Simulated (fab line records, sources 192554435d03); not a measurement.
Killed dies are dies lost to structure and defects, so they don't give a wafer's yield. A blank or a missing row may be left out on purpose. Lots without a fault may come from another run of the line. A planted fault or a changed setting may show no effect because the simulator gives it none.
Which tool did it? | flow n5_finfet | 10 lots, 30 wafers sampled, at 4 steps of a route of 1938

WHAT THE GAUGES READ, wafer by wafer
The record holds no reading of a measuring or inspecting step that can be judged against a usual standard deviation.

WHICH TOOL RAN EACH LOT (tool, then ch and the chambers of the sampled wafers, then the start)
lot  | N5_BEOL_M12_ETCH_67                | N5_BEOL_M12_TRENCH_ETCH_34         | N5_BEOL_M12_STRIP_37                 | N5_BEOL_M12_ETCH_38
L678 | rie_diel-02 ch 1,2,3, day 11 20:29 | rie_diel-02 ch 1,2,3, day 11 20:49 | plasma_asher-01 ch 0,1, day 11 21:01 | rie_diel-02 ch 1,3, day 11 22:07
L681 | rie_diel-02 ch 0,2,3, day 12 14:56 | rie_diel-02 ch 0,2,3, day 12 15:16 | plasma_asher-02 ch 0, day 12 15:28   | rie_diel-02 ch 0,2, day 12 17:00
L683 | rie_diel-05 ch 0,1,2, day 13 11:54 | rie_diel-05 ch 0,1,2, day 13 12:13 | plasma_asher-02 ch 0,1, day 13 12:25 | rie_diel-02 ch 0,2,3, day 13 14:29
L684 | rie_diel-03 ch 0,2, day 13 12:58   | rie_diel-03 ch 0,2, day 13 13:17   | plasma_asher-02 ch 0,1, day 13 13:30 | rie_diel-05 ch 0,3, day 13 14:50
L685 | rie_diel-03 ch 1,2, day 13 23:44   | rie_diel-03 ch 1,2, day 14 00:04   | plasma_asher-01 ch 0,1, day 14 00:16 | rie_diel-02 ch 0,1,2, day 14 01:25
L696 | rie_diel-05 ch 0,2, day 16 12:35   | rie_diel-05 ch 0,2, day 16 13:05   | plasma_asher-02 ch 0,1, day 16 13:20 | rie_diel-05 ch 0,2, day 16 16:27
L695 | rie_diel-03 ch 0,1, day 16 15:27   | rie_diel-03 ch 0,1, day 16 15:47   | plasma_asher-02 ch 0,1, day 16 15:58 | rie_diel-05 ch 0,2, day 16 16:36
L697 | rie_diel-02 ch 0,2,3, day 16 16:07 | rie_diel-02 ch 0,2,3, day 16 16:27 | plasma_asher-01 ch 0,1, day 16 16:38 | rie_diel-05 ch 0,2, day 16 16:45
L699 | rie_diel-02 ch 1,2, day 17 02:40   | rie_diel-02 ch 1,2, day 17 03:00   | plasma_asher-01 ch 0,1, day 17 03:11 | rie_diel-02 ch 1,2,3, day 17 04:25
L700 | rie_diel-03 ch 0,3, day 17 23:34   | rie_diel-03 ch 0,3, day 17 23:54   | plasma_asher-02 ch 0,1, day 18 00:05 | rie_diel-02 ch 0,1,3, day 18 00:11
- N5_BEOL_M12_ETCH_67: etches SiARC in CF4, target depth 143 nm, time 238.3 s.
- N5_BEOL_M12_TRENCH_ETCH_34: etches SiOC in C4F8/O2/Ar, target depth 318.95 nm, time 125.5 s.
- N5_BEOL_M12_STRIP_37: strips in N2/H2.
- N5_BEOL_M12_ETCH_38: etches SiCN in CF4/N2, target depth 68.7 nm, time 73.4 s.

WHAT THE TOOLS THEMSELVES READ (means of the sampled wafers that have a number; where no wafer has one, the mark that the record gives instead)
N5_BEOL_M12_ETCH_67. Usual: drypump_motor_current_A 5.9 A, standard deviation 0.5; etch_rf_on_time_s 239 s, standard deviation 3.5; oes_product_au 0.67 a.u., standard deviation 0.059; rf_vpp_V 184.6 V, standard deviation 1.2; showerhead_plenum_p_Torr 2.18 Torr, standard deviation 0.062; throttle_valve_pct 15.60 %, standard deviation 0.23.
lot  | tool        | drypump_motor_current_A (A) | etch_rf_on_time_s (s) | oes_product_au (a.u.) | rf_vpp_V (V) | showerhead_plenum_p_Torr (Torr) | throttle_valve_pct (%) | flag
L678 | rie_diel-02 | 5.6                         | 239                   | 0.73                  | 185.0        | 2.20                            | 15.60                  |
L681 | rie_diel-02 | 6.0                         | 242                   | 0.68                  | 186.2        | 2.24                            | 15.69                  |
L683 | rie_diel-05 | 5.5                         | 236                   | 0.70                  | 183.9        | 2.16                            | 15.45                  |
L684 | rie_diel-03 | 6.0                         | 239                   | 0.71                  | 185.3        | 2.23                            | 15.61                  |
L685 | rie_diel-03 | 6.1                         | 241                   | 0.66                  | 186.0        | 2.23                            | 15.64                  |
L696 | rie_diel-05 | 5.8                         | 234                   | 0.69                  | 183.9        | 2.19                            | 15.39                  |
L695 | rie_diel-03 | 6.6                         | 244                   | 0.62                  | 184.9        | 2.18                            | 15.45                  |
L697 | rie_diel-02 | 6.0                         | 238                   | 0.65                  | 184.2        | 2.23                            | 15.77                  |
L699 | rie_diel-02 | 5.7                         | 239                   | 0.70                  | 184.2        | 2.20                            | 15.60                  |
L700 | rie_diel-03 | 6.3                         | 241                   | 0.65                  | 183.2        | 2.14                            | 15.59                  |

N5_BEOL_M12_TRENCH_ETCH_34. Usual: O2_flow_sccm 7.994 sccm, standard deviation 0.025; drypump_motor_current_A 5.9 A, standard deviation 0.5; oes_product_au 0.79 a.u., standard deviation 0.072; rf_vpp_V 667.3 V, standard deviation 2.8; showerhead_plenum_p_Torr 3.48 Torr, standard deviation 0.098; throttle_valve_pct 24.18 %, standard deviation 0.24.
lot  | tool        | O2_flow_sccm (sccm) | drypump_motor_current_A (A) | oes_product_au (a.u.) | rf_vpp_V (V) | showerhead_plenum_p_Torr (Torr) | throttle_valve_pct (%) | flag
L678 | rie_diel-02 | 7.987               | 5.6                         | 0.85                  | 667.4        | 3.51                            | 24.25                  |
L681 | rie_diel-02 | 8.004               | 6.0                         | 0.80                  | 669.4        | 3.58                            | 24.33                  |
L683 | rie_diel-05 | 8.001               | 5.5                         | 0.81                  | 667.0        | 3.45                            | 24.03                  |
L684 | rie_diel-03 | 7.990               | 6.0                         | 0.82                  | 669.6        | 3.55                            | 24.28                  |
L685 | rie_diel-03 | 8.027               | 6.1                         | 0.77                  | 669.9        | 3.56                            | 24.24                  |
L696 | rie_diel-05 | 7.984               | 5.8                         | 0.81                  | 668.4        | 3.49                            | 23.93                  |
L695 | rie_diel-03 | 7.990               | 6.6                         | 0.72                  | 666.1        | 3.48                            | 23.92                  |
L697 | rie_diel-02 | 7.986               | 6.0                         | 0.76                  | 668.7        | 3.56                            | 24.37                  |
L699 | rie_diel-02 | 7.988               | 5.7                         | 0.82                  | 668.3        | 3.50                            | 24.25                  |
L700 | rie_diel-03 | 8.009               | 6.3                         | 0.76                  | 665.2        | 3.41                            | 24.12                  |

N5_BEOL_M12_STRIP_37. Usual: drypump_motor_current_A 5.5 A, standard deviation 0.53; h2_flow_sccm 3251 sccm, standard deviation 8.4; heater_power_w 333 W, standard deviation 28; oes_product_au 0.791 a.u., standard deviation 0.0097.
lot  | tool            | drypump_motor_current_A (A) | h2_flow_sccm (sccm) | heater_power_w (W) | oes_product_au (a.u.) | flag
L678 | plasma_asher-01 | 5.1                         | 3253                | 314                | 0.794                 |
L681 | plasma_asher-02 | 6.1                         | 3254                | 348                | 0.790                 |
L683 | plasma_asher-02 | 6.0                         | 3361                | 336                | 0.779                 | OFF
L684 | plasma_asher-02 | 6.0                         | 3471                | 344                | 0.787                 | OFF
L685 | plasma_asher-01 | 5.4                         | 3247                | 338                | 0.798                 |
L696 | plasma_asher-02 | 6.1                         | 3245                | 337                | 0.785                 |
L695 | plasma_asher-02 | 6.0                         | 3236                | 339                | 0.797                 |
L697 | plasma_asher-01 | 5.0                         | 3249                | 311                | 0.785                 |
L699 | plasma_asher-01 | 5.0                         | 3253                | 314                | 0.793                 |
L700 | plasma_asher-02 | 6.0                         | 3250                | 339                | 0.794                 |

N5_BEOL_M12_ETCH_38. Usual: drypump_motor_current_A 5.8 A, standard deviation 0.49; oes_product_au 0.79 a.u., standard deviation 0.074; rf_vpp_V 383.4 V, standard deviation 1.9; showerhead_plenum_p_Torr 2.25 Torr, standard deviation 0.065; throttle_valve_pct 15.41 %, standard deviation 0.25.
lot  | tool        | drypump_motor_current_A (A) | oes_product_au (a.u.) | rf_vpp_V (V) | showerhead_plenum_p_Torr (Torr) | throttle_valve_pct (%) | flag
L678 | rie_diel-02 | 5.3                         | 0.83                  | 381.7        | 2.20                            | 15.43                  |
L681 | rie_diel-02 | 6.1                         | 0.82                  | 385.4        | 2.32                            | 15.44                  |
L683 | rie_diel-02 | 6.0                         | 0.78                  | 385.7        | 2.31                            | 15.53                  |
L684 | rie_diel-05 | 6.2                         | 0.69                  | 383.9        | 2.27                            | 15.72                  |
L685 | rie_diel-02 | 5.7                         | 0.79                  | 383.0        | 2.25                            | 15.45                  |
L696 | rie_diel-05 | 5.8                         | 0.75                  | 383.8        | 2.27                            | 15.46                  |
L695 | rie_diel-05 | 5.9                         | 0.81                  | 384.0        | 2.25                            | 15.21                  |
L697 | rie_diel-05 | 5.8                         | 0.76                  | 383.9        | 2.27                            | 15.45                  |
L699 | rie_diel-02 | 5.6                         | 0.79                  | 383.9        | 2.25                            | 15.52                  |
L700 | rie_diel-02 | 5.7                         | 0.84                  | 382.4        | 2.23                            | 15.44                  |

THE ANSWER, worked out from the rows above alone
Rule: a lot is off if the mean of its wafers that have a number lies more than 3 standard deviations from the usual mean. A lot without any number at a reading at which 4 lots or more have one is off too. The other lots that the step has rows for count as sound. The gauges are gone through in route order, then the tools' own readings, and for those a lot's mean is taken as printed above. The first step at which some lot is off is used, and at that step the reading that is off furthest; a lot without a number counts as furthest.
Off: L683, L684, at N5_BEOL_M12_STRIP_37 (h2_flow_sccm).
A tool fits if, at that step or a process step before it, it ran every lot that is off, and no sound lot after the first of them. None of those tried fits.

WHAT THE SIMULATOR HAD PUT IN
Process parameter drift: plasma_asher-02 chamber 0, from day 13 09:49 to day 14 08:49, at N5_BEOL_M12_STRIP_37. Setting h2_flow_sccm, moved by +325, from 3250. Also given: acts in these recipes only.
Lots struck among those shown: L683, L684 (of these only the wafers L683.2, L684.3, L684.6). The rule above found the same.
